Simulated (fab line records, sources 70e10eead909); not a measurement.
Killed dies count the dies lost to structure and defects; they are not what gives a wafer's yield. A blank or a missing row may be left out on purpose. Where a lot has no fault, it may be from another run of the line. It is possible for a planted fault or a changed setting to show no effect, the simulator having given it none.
Which of the tools did it? / flow nand-harc / 6 lots with 18 wafers sampled at 3 steps, on a route of 1159 steps

WHAT THE GAUGES READ, wafer by wafer
NHARC_A_ONON_D1_THK_MEAS_24: measures by ellipsometry.
lot=L415; measured=day 8 15:15; on=film-metro-02; thk-nm (nm)=994 992 994
lot=L417; measured=day 8 23:26; on=film-metro-02; thk-nm (nm)=1013 1011 1013
lot=L418; measured=day 9 03:18; on=film-metro-01; thk-nm (nm)=1007 1007 1006
lot=L422; measured=day 10 12:05; on=film-metro-02; thk-nm (nm)=700 702 701
lot=L433; measured=day 12 19:31; on=film-metro-02; thk-nm (nm)=1008 1009 1007
lot=L435; measured=day 13 13:26; on=film-metro-02; thk-nm (nm)=1012 1011 1011

WHAT TOOL EACH LOT RAN ON (gives the tool, then ch and the chambers of the sampled wafers, and finally the start)
lot=L415; NHARC_P_BONDPAD_STRIP_15=rie-diel-06 ch 0,1, day 7 03:06; NHARC_A_ONON_D1_DEP_22=pecvd-onon-01 ch 0, day 8 14:47
lot=L417; NHARC_P_BONDPAD_STRIP_15=rie-diel-08 ch 0,2, day 7 12:04; NHARC_A_ONON_D1_DEP_22=pecvd-onon-02 ch 0, day 8 22:59
lot=L418; NHARC_P_BONDPAD_STRIP_15=rie-diel-08 ch 1,3, day 7 14:59; NHARC_A_ONON_D1_DEP_22=pecvd-onon-02 ch 0, day 9 02:54
lot=L422; NHARC_P_BONDPAD_STRIP_15=rie-diel-13 ch 0,2,3, day 8 19:55; NHARC_A_ONON_D1_DEP_22=pecvd-onon-02 ch 0, day 10 11:35
lot=L433; NHARC_P_BONDPAD_STRIP_15=rie-diel-08 ch 1,3, day 11 04:58; NHARC_A_ONON_D1_DEP_22=pecvd-onon-03 ch 0, day 12 19:07
lot=L435; NHARC_P_BONDPAD_STRIP_15=rie-diel-13 ch 1,2, day 12 01:51; NHARC_A_ONON_D1_DEP_22=pecvd-onon-01 ch 0, day 13 13:02
- NHARC_P_BONDPAD_STRIP_15: strips in O2.
- NHARC_A_ONON_D1_DEP_22: target thk 1000 nm.

THE ANSWER, worked out from the rows above alone
Rule: what is usual is taken from the lots themselves. Put in order of their means at a reading, lots are off if they are a third of the lots or fewer, leave a main group of 4 or more, and stand apart from it by a gap of 3 or more times the standard deviation of the main group's means; of several such gaps the widest counts. The tables above print the reading to a certain number of digits; a main group whose means all agree to those digits is not used. A lot without any number at a reading at which 4 lots or more have one is off too. All remaining lots with rows at the step are treated as sound.
Off: L422, at NHARC_A_ONON_D1_THK_MEAS_24 (thk-nm). Main group: mean 1006 nm, sd 6.8.
A tool fits if, at a process step before that reading, it ran every lot that is off, and no sound lot after the first of them. Gauges at NHARC_A_ONON_D1_THK_MEAS_24: tried the same way as those tools. One fits: NHARC_A_ONON_D1_DEP_22 on pecvd-onon-02. A fault onset in the window from L418 (day 9 02:54, its last sound lot) to L422 (day 10 11:35, its first lot off) fits.

WHAT THE SIMULATOR HAD PUT IN
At NHARC_A_ONON_D1_DEP_22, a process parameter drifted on pecvd-onon-02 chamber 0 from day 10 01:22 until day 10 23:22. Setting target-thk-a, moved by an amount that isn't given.
Struck lots among those shown: L422. This agrees with what the rule above found.
